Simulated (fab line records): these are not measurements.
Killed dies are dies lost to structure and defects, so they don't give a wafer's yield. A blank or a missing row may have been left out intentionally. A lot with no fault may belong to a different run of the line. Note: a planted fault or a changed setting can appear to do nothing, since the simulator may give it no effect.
Split-lot trial | flow n5Finfet | route with 1938 steps; 7 lots, 39 wafers read

## ON THE SPLIT
At N5_DUMMY_GATE_ETCH_42 (etches SiO2 in CHF3/O2, target depth 3.5 nm, time 31 s), the setting biasW was moved away from the recipe's 12 W on 15 of the 39 wafers read, by -13.8% to +14.9%. For the rest of the wafers, this setting stayed at what the recipe calls for.

The split's own step is where the reading is taken.

## THE READING
rfVppV, in V, at N5_DUMMY_GATE_ETCH_42 (etches SiO2 in CHF3/O2, target depth 3.5 nm, time 31 s). On this fab line, fault-free wafers typically give 42.1 V with a standard deviation of 0.88 V.

wafer  | tool, chamber at the split | biasW as run, W | against the recipe | rfVppV, V | against lot-mates on the recipe
L080.1 | rieDiel-06, 3              | 12              | recipe             | 41.9      | -
L080.2 | rieDiel-06, 2              | 12              | recipe             | 42.6      | -
L080.3 | rieDiel-06, 0              | 12              | recipe             | 42.5      | -
L080.4 | rieDiel-06, 1              | 12              | recipe             | 42.9      | -
L080.5 | rieDiel-06, 3              | 12              | recipe             | 41.7      | -
L080.6 | rieDiel-06, 2              | 12              | recipe             | 40.8      | -
L081.1 | rieDiel-02, 3              | 10.35           | -13.8%             | 37.2      | -5.0
L081.2 | rieDiel-02, 1              | 10.35           | -13.8%             | 37.7      | -4.5
L081.3 | rieDiel-02, 0              | 12              | recipe             | 42.8      | -
L081.4 | rieDiel-02, 2              | 12              | recipe             | 42.1      | -
L081.5 | rieDiel-02, 2              | 12              | recipe             | 41.6      | -
L081.6 | rieDiel-02, 3              | 10.35           | -13.8%             | 38.1      | -4.1
L087.1 | rieDiel-06, 1              | 12.74           | +6.2%              | 43.2      | +0.2
L087.2 | rieDiel-06, 2              | 12              | recipe             | 43.8      | -
L087.3 | rieDiel-06, 3              | 12              | recipe             | 42.4      | -
L087.4 | rieDiel-06, 0              | 12.74           | +6.2%              | 44.5      | +1.5
L087.5 | rieDiel-06, 0              | 12              | recipe             | 42.8      | -
L087.6 | rieDiel-06, 1              | 12.74           | +6.2%              | 44.3      | +1.3
L088.1 | rieDiel-02, 1              | 12              | recipe             | 43.2      | -
L088.2 | rieDiel-02, 2              | 13.79           | +14.9%             | 44.6      | +1.8
L088.3 | rieDiel-02, 3              | 13.79           | +14.9%             | 45.7      | +2.9
L088.4 | rieDiel-02, 1              | 13.79           | +14.9%             | 47.4      | +4.6
L088.5 | rieDiel-02, 3              | 12              | recipe             | 42.8      | -
L088.6 | rieDiel-02, 2              | 12              | recipe             | 42.5      | -
L090.1 | rieDiel-06, 2              | 11.2            | -6.7%              | 39.7      | -2.7
L090.2 | rieDiel-06, 0              | 12              | recipe             | 43.1      | -
L090.3 | rieDiel-06, 1              | 11.2            | -6.7%              | 39.3      | -3.1
L090.4 | rieDiel-06, 3              | 11.2            | -6.7%              | 41.0      | -1.4
L090.5 | rieDiel-06, 1              | 12              | recipe             | 41.3      | -
L090.6 | rieDiel-06, 2              | 12              | recipe             | 42.7      | -
L096.1 | rieDiel-02, 0              | 12              | recipe             | 43.3      | -
L096.5 | rieDiel-02, 2              | 12              | recipe             | 41.4      | -
L096.6 | rieDiel-02, 0              | 12              | recipe             | 42.2      | -
L097.1 | rieDiel-02, 1              | 12              | recipe             | 42.2      | -
L097.2 | rieDiel-02, 0              | 12              | recipe             | 42.1      | -
L097.3 | rieDiel-02, 3              | 11.35           | -5.4%              | 39.1      | -3.1
L097.4 | rieDiel-02, 2              | 11.35           | -5.4%              | 40.6      | -1.6
L097.5 | rieDiel-02, 1              | 11.35           | -5.4%              | 40.1      | -2.1
L097.6 | rieDiel-02, 0              | 12              | recipe             | 42.4      | -

THE FIT
A straight line over all 39 wafers: rfVppV changes by +0.297 V for each +1% of biasW; r = +0.92; the points scatter about the line by 0.8 V.
The same after taking each lot's own level away (the mean of its wafers on the recipe; 39 wafers): +0.269 V for each +1%; r = +0.91; scatter 0.78 V.
On that fit, the largest move of biasW shifts the reading by 4 V.
From 42.07 to 43.00 V: that is the span of the lots' own levels, equal to 1.1 times the standard deviation above.
So the lot-to-lot level changes the slope: the two fits differ.
Check: +4.13 V against its lot-mates is what the line predicts for one of the wafers moved furthest among these (+14.9%) when that wafer is left out of the fit. Against them it came out at +1.77 V.
Tool readings at the split's step, against how far the setting was moved: rfVppV r = +0.92.

## ADDITIONAL SPLITS CARRIED BY THESE WAFERS
Other splits were also applied to these wafers ahead of the reading. Each is held against what the fit with the lots' levels taken away leaves over:
other split on the same wafers     | wafers away from the commonest value | r with rfVppV (lot level and that fit taken away)
N5_FIN_SAQP_ALD_61 tempC           | 12                                   | +0.15
N5_FIN_SAQP_HM_DEP_72 targetThkA   | 15                                   | +0.14
N5_DUMMY_GATE_ETCH_32 timeS        | 18                                   | -0.08
N5_DUMMY_GATE_ETCH_44 targetDepthA | 15                                   | +0.15

## THE FILE'S OWN FIT
rfVppV changes by +0.271 V for each +1% of biasW, r = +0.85.
